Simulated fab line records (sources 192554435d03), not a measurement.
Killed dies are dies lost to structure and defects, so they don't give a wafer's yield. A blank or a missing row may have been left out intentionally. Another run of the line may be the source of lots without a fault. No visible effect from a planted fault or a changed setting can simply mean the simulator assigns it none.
Split-lot study    flow n5Finfet    route with 1938 steps; 7 lots, 21 wafers read

== THE SPLIT ==
At N5_BEOL_M11_COAT_22 (resist thk 90 nm), the setting spinRpm was moved away from the recipe's 1500 rpm on 6 of the 21 wafers read, by -8.7% to +10.9%. For the rest of the wafers, this setting stayed at what the recipe calls for.

== FROM THE SPLIT TO THE READING: what the file shows between them, 6 steps ==
- N5_BEOL_M11_EBR_24
- N5_BEOL_M11_SOFTBAKE_23: time 60 s
- N5_BEOL_M11_EXPOSE_25: exposes mask V10
- N5_BEOL_M11_PEB_26: peb time 60 s
- N5_BEOL_M11_DEVELOP_27: develop time 30 s
- N5_BEOL_M11_DESCUM_33: chemistry O2, time 7.9 s

== THE READING ==
CAR-ArF_of_BEOL_M11_COAT_22.thkNm (the simulator's own value, which no gauge read), in nm, at N5_BEOL_M11_ETCH_65 (etches SiARC in CF4, target depth 39 nm, time 65 s). The file does not state a usual value for it. Here, 15 wafers ran the recipe; their average is 55.7 nm with a standard deviation of 0.51 nm.

wafer   tool, chamber at the split  spinRpm as run, rpm  against the recipe  CAR-ArF_of_BEOL_M11_COAT_22.thkNm, nm  against lot-mates on the recipe
L075.1  lithoTrack-02, 0            1369                 -8.7%               60.8                                   +5.4
L075.3  lithoTrack-02, 0            1500                 recipe              55.4                                   -
L075.4  lithoTrack-02, 0            1369                 -8.7%               59.6                                   +4.2
L081.1  lithoTrack-02, 0            1500                 recipe              55.6                                   -
L081.2  lithoTrack-02, 0            1500                 recipe              56.6                                   -
L081.6  lithoTrack-02, 0            1500                 recipe              56.6                                   -
L086.3  lithoTrack-02, 0            1500                 recipe              54.6                                   -
L086.5  lithoTrack-02, 0            1416                 -5.6%               57.4                                   +2.6
L086.6  lithoTrack-02, 0            1500                 recipe              55                                     -
L090.1  lithoTrack-03, 0            1500                 recipe              55.8                                   -
L090.3  lithoTrack-03, 0            1664                 +10.9%              51                                     -4.8
L090.6  lithoTrack-03, 0            1500                 recipe              55.8                                   -
L094.1  lithoTrack-05, 0            1373                 -8.5%               59.4                                   +4.0
L094.3  lithoTrack-05, 0            1373                 -8.5%               59.4                                   +4.0
L094.5  lithoTrack-05, 0            1500                 recipe              55.4                                   -
L095.1  lithoTrack-05, 0            1500                 recipe              56.2                                   -
L095.2  lithoTrack-05, 0            1500                 recipe              55.8                                   -
L095.4  lithoTrack-05, 0            1500                 recipe              56                                     -
L097.3  lithoTrack-05, 0            1500                 recipe              55.8                                   -
L097.4  lithoTrack-05, 0            1500                 recipe              55.8                                   -
L097.6  lithoTrack-05, 0            1500                 recipe              55.8                                   -

FIT RESULTS
A straight line over all 21 wafers: CAR-ArF_of_BEOL_M11_COAT_22.thkNm changes by -0.449 nm for each +1% of spinRpm; r = -0.97; the points scatter about the line by 0.56 nm.
The same after taking each lot's own level away (the mean of its wafers on the recipe; 21 wafers): -0.485 nm for each +1%; r = -0.99; scatter 0.35 nm.
That fit puts the effect of the largest move of spinRpm on the reading at 5.3 nm.
The span of the lots' own levels, 54.80 to 56.27 nm, comes to 2.9 times the standard deviation stated above.
The two slopes agree, so the slope changes little with the lot-to-lot level.
Check: with one of the wafers moved furthest among these (+10.9%) left out of the fit, the line predicts -5.57 nm for it against its lot-mates. It came out at -4.8 nm against them.

== OTHER SPLITS APPLIED TO THESE WAFERS ==
Before the reading, these wafers also passed through other splits. Each is held against what the fit with the lots' levels taken away leaves over:
other split on the same wafers  wafers away from the commonest value  r with CAR-ArF_of_BEOL_M11_COAT_22.thkNm (lot level and that fit taken away)
N5_BEOL_M9_EXPOSE_08 doseMj     9                                     +0.01
N5_BEOL_M11_COAT_64 spinRpm     3                                     +0.77

== THE WHOLE CHAIN: every reading that the file lists as answering this split, in the file's order ==
step                    what it does                                        reading                                                                             change (the file's fit)                r (the file's)
N5_BEOL_M11_COAT_22     resist thk 90 nm                                    CAR-ArF_of_BEOL_M11_COAT_22.thkNm (the simulator's own value, which no gauge read)  -0.454 nm for each +1% of the setting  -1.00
N5_BEOL_M11_DEVELOP_27  develop time 30 s                                   CAR-ArF_of_BEOL_M11_COAT_22.thkNm (the simulator's own value, which no gauge read)  -0.459 nm for each +1% of the setting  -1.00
N5_BEOL_M11_DESCUM_33   chemistry O2, time 7.9 s                            CAR-ArF_of_BEOL_M11_COAT_22.thkNm (the simulator's own value, which no gauge read)  -0.466 nm for each +1% of the setting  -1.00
N5_BEOL_M11_ETCH_65     etches SiARC in CF4, target depth 39 nm, time 65 s  CAR-ArF_of_BEOL_M11_COAT_22.thkNm (the simulator's own value, which no gauge read)  -0.478 nm for each +1% of the setting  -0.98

== THE FILE'S OWN FIT ==
CAR-ArF_of_BEOL_M11_COAT_22.thkNm changes by -0.478 nm for each +1% of spinRpm, r = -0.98.
